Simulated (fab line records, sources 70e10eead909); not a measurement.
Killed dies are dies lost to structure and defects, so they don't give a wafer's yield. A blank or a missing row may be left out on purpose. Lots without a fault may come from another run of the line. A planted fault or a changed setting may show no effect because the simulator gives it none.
fab line records | flow nand_harc
record lots=13 wafers=38 last_day=24
route steps=1159 shown A_ZERO_WELL@404 A_ONON_D1@436 A_CHANNEL_HOLE_D1@450 END@1159
lots that met no fault: from a run of the same line without faults
start_h: hours from the record's first day to the start of the lot's first wafer shown | wait_h: hours since the lot's step before | " the same as in the row above | L1.1+2: a row that stands for several wafers | - no value, or no start given | * or withheld: withheld | < > ~ a bound
route shown NAME@n: a module of which the file shows steps, and the number in the route of the first | usual: mean/standard deviation of fault-free wafers | same: alike in all rows | chamber/n: place in a boat | sites: the reading at each site | _std_site: their standard deviation | _edge_site: outer sites' mean less inner sites' | radius_mm: how far each site lies from the wafer's centre | mask NAME#n: copy n | behind: the tool/chamber that last shaped the wafer | hold: why the lot was held/for how many hours/how that ended | device: the transistor (n, p or np) that didn't switch | end of line: the same wafers' tests at the end of the route | a step without rows: its recipe alone | killed: dies lost to structure and defects at the first sort, not the wafer's yield | map: a wafer's dies, x killed, . not, _ none there
set.NAME: the setting as run; set.NAME@STEP: as run at that earlier step | model.NAME: the simulator's own value behind a step, which no gauge read
steps of the route over a sample of lots; a table a step, a row a wafer
services: from which hour (start_h, from the record's first day; less than 0 if before it) a tool's chamber was out of use, for how many hours, and why
## steps
# step NHARC_A_ZERO_WELL_ETCH_19
# recipe target_depth_a=800 overetch_a=240 time_s=87.88 ion_energy_ev=200 n2_flow_sccm=150 h2_flow_sccm=150 ar_flow_sccm=0 rf_w=400 bias_w=150 chemistry=N2/H2
# usual bias_w=150.0/0.5 drypump_motor_current_A=5.6/0.51 oes_product_au=0.997/0.0067 rf_vpp_V=429.9/2.6 showerhead_plenum_p_Torr=2.02/0.089 throttle_valve_pct=14.171/0.009
# same time_s=87.88
# columns lot.wafer tool chamber start_h wait_h bias_w drypump_motor_current_A oes_product_au rf_hours_counter_h rf_vpp_V showerhead_plenum_p_Torr throttle_valve_pct
L976.1 rie_diel-12 0 128.24 0.1 149.9 5.4 1.004 6 431.5 2.05 14.180
L976.6 " 3 " " 150.7 6.4 0.997 - 426.6 1.91 14.170
L976.5 " 0 " " 150.1 5.3 1.005 - 431.2 2.05 14.175
L977.2 rie_diel-07 2 138.45 0.1 150.4 5.6 1.000 4 428.8 2.00 14.167
L977.1 " 3 " " 150.5 5.2 0.982 4 434.2 2.18 14.166
L977.4 " 0 " " 149.7 6.0 0.989 4 428.0 1.96 14.177
L979.1 rie_diel-12 2 151.84 0.1 150.6 5.5 0.996 12 432.1 2.08 14.184
L979.6 " 1 " " 150.3 5.4 1.004 - 433.1 2.14 14.184
L979.5 " 2 " " 149.9 5.6 0.982 - 431.9 2.08 14.170
L978.4 rie_diel-07 0 152.64 0.1 150.3 6.0 1.009 5 427.2 1.96 14.167
L978.2 " 1 " " 149.6 5.2 1.008 6 428.5 1.96 14.176
L978.6 " 0 " " 150.5 6.0 0.997 - 427.6 1.96 14.172
L984.1 rie_diel-12 1 183.08 0.3 149.7 5.4 0.984 17 434.0 2.14 14.169
L984.3 " 3 " " 149.1 6.4 0.997 18 425.8 1.90 14.173
L984.6 " 0 " " 151.0 5.4 1.001 - 429.7 2.05 14.168
L985.4 rie_diel-12 1 190.49 0.1 150.2 5.4 0.998 18 433.0 2.14 14.175
L985.5 " 0 " " 150.3 5.4 0.998 - 429.8 2.05 14.168
L985.6 " 1 " " 150.3 5.4 0.998 - 433.8 2.14 14.169
L986.4 rie_diel-12 2 200.52 0.1 150.4 5.6 0.998 18 431.2 2.08 14.166
L986.1 " 0 " " 149.9 5.4 1.000 14 431.1 2.05 14.156
L986.6 " 2 " " 150.3 5.6 1.011 - 431.6 2.08 14.186
L987.2 rie_diel-07 1 208.27 0.1 150.0 5.2 0.993 8 428.8 1.96 14.165
L987.4 " 0 " " 149.6 6.0 1.001 8 428.5 1.96 14.172
L987.6 " 1 " " 149.9 5.2 0.995 - 428.6 1.96 14.173
L991.4 rie_diel-07 0 223.02 0.1 149.5 6.0 1.002 9 428.6 1.96 14.159
L991.3 " 1 " " 150.0 5.2 1.000 9 427.8 1.96 14.188
L993.1 rie_diel-11 2 232.56 0.1 149.6 6.3 1.007 3 427.6 1.91 14.191
L993.3 " 1 " " 149.7 4.7 0.994 3 429.0 1.95 14.181
L993.6 " 2 " " 150.2 6.2 0.997 - 428.3 1.91 14.179
L995.2 rie_diel-12 2 251.84 0.1 151.0 5.6 0.999 5 430.5 2.08 14.176
L995.1 " 3 " " 150.7 6.4 1.000 5 425.1 1.90 14.175
L995.4 " 1 " " 150.9 5.4 0.991 5 434.1 2.14 14.172
L996.2 rie_diel-12 1 256.26 0.1 149.9 5.4 1.000 6 434.6 2.14 14.172
L996.3 " 2 " " 149.7 5.6 0.997 5 431.2 2.08 14.171
L996.6 " 0 " " 150.2 5.3 0.994 - 430.8 2.04 14.177
L999.3 rie_diel-11 2 263.72 0.1 148.9 6.2 1.000 6 425.2 1.91 14.164
L999.5 " 0 " " 150.0 6.0 1.006 - 430.2 2.04 14.186
L999.6 " 1 " " 150.0 4.7 0.999 - 427.9 1.95 14.170
# step NHARC_A_ONON_D1_DEP_16
# recipe target_thk_a=10000 n2_flow_sccm=2750 n2o_flow_sccm=2000 nh3_flow_sccm=500 sih4_flow_sccm=210 temp_c=400
# columns lot.wafer tool chamber start_h wait_h
L976.1+5+6 pecvd_onon-04 0 160.47 0.1
L977.1+2+4 pecvd_onon-02 0 175.52 0.1
L978.2+4+6 pecvd_onon-03 0 183.88 0.1
L979.1+5+6 pecvd_onon-04 0 184.05 0.3
L984.1+3+6 pecvd_onon-04 0 213.29 0.1
L985.4+5+6 pecvd_onon-02 0 224.05 0.2
L986.1+4+6 pecvd_onon-02 0 232.73 0.1
L987.2+4+6 pecvd_onon-02 0 240.51 0.1
L991.3+4 pecvd_onon-02 0 257.43 0.2
L993.1+3+6 pecvd_onon-04 0 263.91 0.1
L995.1+2+4 pecvd_onon-04 0 283.50 0.1
L996.2+3+6 pecvd_onon-04 0 287.78 0.1
L999.3+5+6 pecvd_onon-03 0 296.66 0.2
# step NHARC_A_ONON_D1_THK_MEAS_18
# recipe thk_meas_gauge=ellipsometry
# usual thk_nm=1003/9.7
# columns lot.wafer tool chamber start_h wait_h thk_nm
L976.1 film_metro-01 - 160.98 - 988
L976.5 " - " " 989
L976.6 " - " " 988
L977.1 film_metro-01 - 176.04 - 997
L977.2 " - " " 997
L977.4 " - " " 997
L978.2 film_metro-02 - 184.34 - 990
L978.4 " - " " 990
L978.6 " - " " 989
L979.1 film_metro-02 - 184.56 - 989
L979.5 " - " " 984
L979.6 " - " " 987
L984.1 film_metro-01 - 213.80 - 1004
L984.3 " - " " 1004
L984.6 " - " " 1003
L985.4 film_metro-02 - 224.39 - 1000
L985.5 " - " " 998
L985.6 " - " " 997
L986.1 film_metro-01 - 233.24 - 1000
L986.4 " - " " 1447
L986.6 " - " " 1001
L987.2 film_metro-01 - 240.97 - 1003
L987.4 " - " " 1449
L987.6 " - " " 1003
L991.3 film_metro-02 - 257.82 - 1012
L991.4 " - " " 1457
L993.1 film_metro-02 - 264.43 - 1017
L993.3 " - " " 1019
L993.6 " - " " 1018
L995.1 film_metro-02 - 284.02 - 996
L995.2 " - " " 995
L995.4 " - " " 995
L996.2 film_metro-02 - 288.23 - 998
L996.3 " - " " 999
L996.6 " - " " 999
L999.3 film_metro-01 - 297.06 - 1002
L999.5 " - " " 1003
L999.6 " - " " 1002
# step NHARC_A_CHANNEL_HOLE_D1_DEP_00
# recipe target_thk_a=31000 temp_c=400 material=aC
# usual throttle_valve_pct=35.000/0.0091
# columns lot.wafer tool chamber start_h wait_h throttle_valve_pct
L976.1 acl_dep-03 0 163.95 0.1 35.013
L976.5 " 0 165.23 1.3 34.996
L976.6 " 0 " " 35.004
L977.1 acl_dep-03 0 179.51 0.7 35.014
L977.2 " 0 " " 35.011
L977.4 " 0 " " 35.001
L978.2 acl_dep-01 0 188.17 1.0 34.996
L978.4 " 0 " " 34.998
L978.6 " 0 " " 34.976
L979.1 acl_dep-02 0 188.69 1.2 35.005
L979.5 " 0 189.96 2.5 35.001
L979.6 " 0 " " 34.998
L984.1 acl_dep-01 0 216.66 0.1 34.996
L984.3 " 0 " " 34.999
L984.6 " 0 " " 34.992
L985.4 acl_dep-02 0 228.94 1.7 35.001
L985.5 " 0 " " 34.997
L985.6 " 0 " " 35.014
L986.1 acl_dep-01 0 237.00 0.9 34.987
L986.6 " 0 238.58 2.5 35.005
L987.2 acl_dep-01 0 246.18 2.3 35.006
L987.6 " 0 247.45 3.5 35.001
L991.3 acl_dep-01 0 262.89 2.2 34.987
L993.1 acl_dep-03 0 267.81 0.5 34.999
L993.3 " 0 " " 35.002
L993.6 " 0 " " 34.999
L995.1 acl_dep-03 0 287.82 0.9 35.004
L995.2 " 0 " " 34.992
L995.4 " 0 " " 35.016
L996.2 acl_dep-01 0 291.44 0.4 35.003
L996.3 " 0 " " 35.010
L996.6 " 0 " " 34.993
L999.3 acl_dep-02 0 301.53 1.7 34.993
L999.5 " 0 " " 35.012
L999.6 " 0 " " 35.008
# step NHARC_A_CHANNEL_HOLE_D1_OVL_MEAS_11
# usual overlay_x_nm=0.0/0.99 overlay_y_nm=0.4/0.79
# columns lot.wafer tool chamber start_h wait_h overlay_x_nm overlay_y_nm
L976.1 overlay-02 - 166.72 - 1.0 0.4
L976.5 " - " " 0.8 0.5
L976.6 " - " " 1.0 0.6
L977.1 overlay-02 - 182.25 - -0.8 -0.7
L977.2 " - " " 0.2 -0.4
L977.4 " - " " -0.2 -0.6
L978.2 overlay-01 - 190.47 - -0.5 -0.2
L978.4 " - " " -0.3 0.4
L978.6 " - " " -1.1 0.0
L979.1 overlay-02 - 191.42 - -1.7 -0.2
L979.5 " - " " -1.4 0.0
L979.6 " - " " -1.1 -0.2
L984.1 overlay-01 - 219.28 - 0.3 0.3
L984.3 " - " " -0.5 0.3
L984.6 " - " " 0.1 0.1
L985.4 overlay-02 - 230.59 - 0.0 0.0
L985.5 " - " " -0.2 -0.3
L985.6 " - " " -0.1 0.4
L986.1 overlay-02 - 239.69 - 0.3 1.4
L986.6 " - " " 0.6 1.8
L987.2 overlay-01 - 248.50 - -0.1 0.5
L987.6 " - " " -0.3 0.2
L991.3 overlay-01 - 264.97 - -1.7 0.6
L993.1 overlay-01 - 270.58 - -0.1 -0.2
L993.3 " - " " -0.1 0.0
L993.6 " - " " -0.3 -0.1
L995.1 overlay-01 - 290.56 - -0.4 -0.6
L995.2 " - " " 0.2 -0.9
L995.4 " - " " -0.3 -0.1
L996.2 overlay-02 - 293.87 - 1.8 0.4
L996.3 " - " " 1.5 0.7
L996.6 " - " " 1.7 0.8
L999.3 overlay-02 - 303.64 - 0.4 1.7
L999.5 " - " " 1.1 1.4
L999.6 " - " " 0.5 1.5
# step NHARC_END_SORT_01
# recipe temp_c=25
# usual killed_at_array=31/12 killed_at_other=0.6/0.85 killed_at_periphery=3.0/2.3 killed_dies=35/12 killed_open=3.2/1.9 killed_short=1.8/1.4
# same gross_dies=677
# columns lot.wafer tool chamber start_h wait_h killed_at_array killed_at_other killed_at_periphery killed_dies killed_open killed_short
L986.1 prober-01 0 508.69 2.5 45 1 1 47 4 2
L986.4 prober-01 0 511.11 3.4 673 2 2 677 3 1
L986.6 prober-01 0 512.73 4.0 31 1 0 32 1 0
L987.2 prober-02 0 517.23 2.8 55 0 3 58 4 3
L987.4 prober-02 0 518.83 3.4 672 0 5 677 3 1
L987.6 prober-02 0 520.43 4.0 42 0 5 47 4 4
L991.3 prober-01 0 535.45 3.1 34 0 2 36 1 2
L991.4 prober-01 0 536.25 3.4 673 1 3 677 5 2
# killed by level:class
L986.1 A_SLIT:chamber_film_flake=17 A_CHANNEL_HOLE_D1:chamber_film_flake=14 A_STAIRCASE:chamber_film_flake=6 A_CONTACT:geometric_particle:open=2 A_CONTACT:chamber_film_flake=2 P_CONTACT:geometric_particle:open=1 A_ONON_D1:geometric_particle:open=1 A_WL_FILL:geometric_particle:short=1
L986.4 A_ONON_D1:area_dep=640 A_CHANNEL_HOLE_D1:chamber_film_flake=14 A_SLIT:chamber_film_flake=11 A_STAIRCASE:chamber_film_flake=3 A_ONON_D1:geometric_particle:open=2 A_WL_FILL:chamber_film_flake=2 THIN_TSV:chamber_film_flake=2 P_M0:geometric_particle:short=1
L986.6 A_SLIT:chamber_film_flake=13 A_CHANNEL_HOLE_D1:chamber_film_flake=12 A_WL_FILL:chamber_film_flake=3 A_CONTACT:chamber_film_flake=2 A_ONON_D1:geometric_particle:open=1 THIN_TSV:chamber_film_flake=1
L987.2 A_CHANNEL_HOLE_D1:chamber_film_flake=24 A_SLIT:chamber_film_flake=13 A_STAIRCASE:chamber_film_flake=5 A_SGD_CUT:chamber_film_flake=4 A_CONTACT:chamber_film_flake=3 A_CONTACT:geometric_particle:open=2 P_CONTACT:geometric_particle:open=1 A_CHANNEL_HOLE_D1:geometric_particle:short=1
L987.4 A_ONON_D1:area_dep=624 A_CHANNEL_HOLE_D1:chamber_film_flake=18 A_SLIT:chamber_film_flake=13 A_SGD_CUT:chamber_film_flake=8 P_GATE:chamber_film_flake=3 A_ZERO_WELL:chamber_film_flake=3 A_CONTACT:chamber_film_flake=2 P_CONTACT:geometric_particle:open=1
L987.6 A_SLIT:chamber_film_flake=14 A_CHANNEL_HOLE_D1:chamber_film_flake=13 A_SGD_CUT:chamber_film_flake=4 A_WL_FILL:geometric_particle:short=3 P_GATE:chamber_film_flake=3 A_STAIRCASE:chamber_film_flake=2 P_CONTACT:geometric_particle:open=1 A_CHANNEL_FILL_D1:geometric_particle:short=1
L991.3 A_CHANNEL_HOLE_D1:chamber_film_flake=25 A_STAIRCASE:chamber_film_flake=3 A_WL_FILL:chamber_film_flake=3 P_M0:geometric_particle:short=1 A_CHANNEL_FILL_D1:geometric_particle:short=1 A_CONTACT:geometric_particle:open=1 P_M2:chamber_film_flake=1 A_CONTACT:chamber_film_flake=1
L991.4 A_ONON_D1:area_dep=644 A_CHANNEL_HOLE_D1:chamber_film_flake=21 A_STAIRCASE:chamber_film_flake=3 P_STI:geometric_particle:open=1 P_CONTACT:geometric_particle:open=1 P_BONDPAD:geometric_particle:open=1 A_SGD_CUT:geometric_particle:short=1 A_SGD_CUT:geometric_particle:open=1
## services
# columns tool chamber start_h hours kind
rie_diel-11 0 106.05 3.3 repair
rie_diel-12 0 108.05 - clean
rie_diel-12 1 108.05 - clean
rie_diel-12 2 108.05 - clean
rie_diel-12 3 108.05 - clean
pecvd_onon-02 - 111.32 13.0 pm
acl_dep-01 - 111.89 13.0 pm
rie_diel-07 2 118.57 8.7 repair
rie_diel-12 0 132.55 - clean
rie_diel-12 1 132.55 - clean
rie_diel-12 2 132.55 - clean
pecvd_onon-04 - 150.76 2.5 repair
pecvd_onon-03 - 153.16 13.0 pm
acl_dep-02 - 167.90 13.0 pm
rie_diel-11 - 189.50 9.0 pm
rie_diel-12 - 202.40 9.0 pm
acl_dep-03 - 223.63 13.0 pm
rie_diel-07 - 228.47 9.0 pm
pecvd_onon-04 - 237.00 13.0 pm
rie_diel-11 3 289.42 2.4 repair
pecvd_onon-02 - 292.32 13.0 pm
acl_dep-01 - 293.03 13.0 pm
rie_diel-07 2 298.23 5.6 repair
rie_diel-12 2 300.91 12.1 repair
## key
first_sign step=NHARC_A_ONON_D1_THK_MEAS_18 reading=thk_nm direction=up sigmas=46 usual=1003 struck=1451
effect step=NHARC_END_SORT_01 reading=killed_dies direction=up sigmas=56 usual=35 struck=677
more_kills_born_at NHARC_A_ONON_D1_DEP_16@pecvd_onon-02=1908
met_at NHARC_A_ONON_D1_DEP_16
struck_lots L986,L987,L991
struck_wafers L986.4,L987.4,L991.4
later_rows_left_out L986.4,L987.4,L991.4
tester_left_out L986,L987,L991
not_acting_at NHARC_A_ZERO_WELL_ETCH_19,NHARC_A_CHANNEL_HOLE_D1_DEP_00,NHARC_A_CHANNEL_HOLE_D1_OVL_MEAS_11
onset_between 224.05 232.73
fault kind=process_parameter_drift tool=pecvd_onon-02 chamber=- onset_h=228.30 steps=NHARC_A_ONON_D1_DEP_16 channel=target_thk_a offset=* shape=step end_h=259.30 scope=struck_wafers_only acts_in=* stated=*
# tester_left_out: of these lots the tester's yield and bins aren't shown, on N5 and GAA mostly nor the transistor test; their killed dies are dies lost to structure and defects alone, not to doping, threshold or leakage, so they don't give the yield
# later_rows_left_out: the simulator's readings of these wafers behind a module that went badly wrong aren't trusted and aren't shown, but for the sort
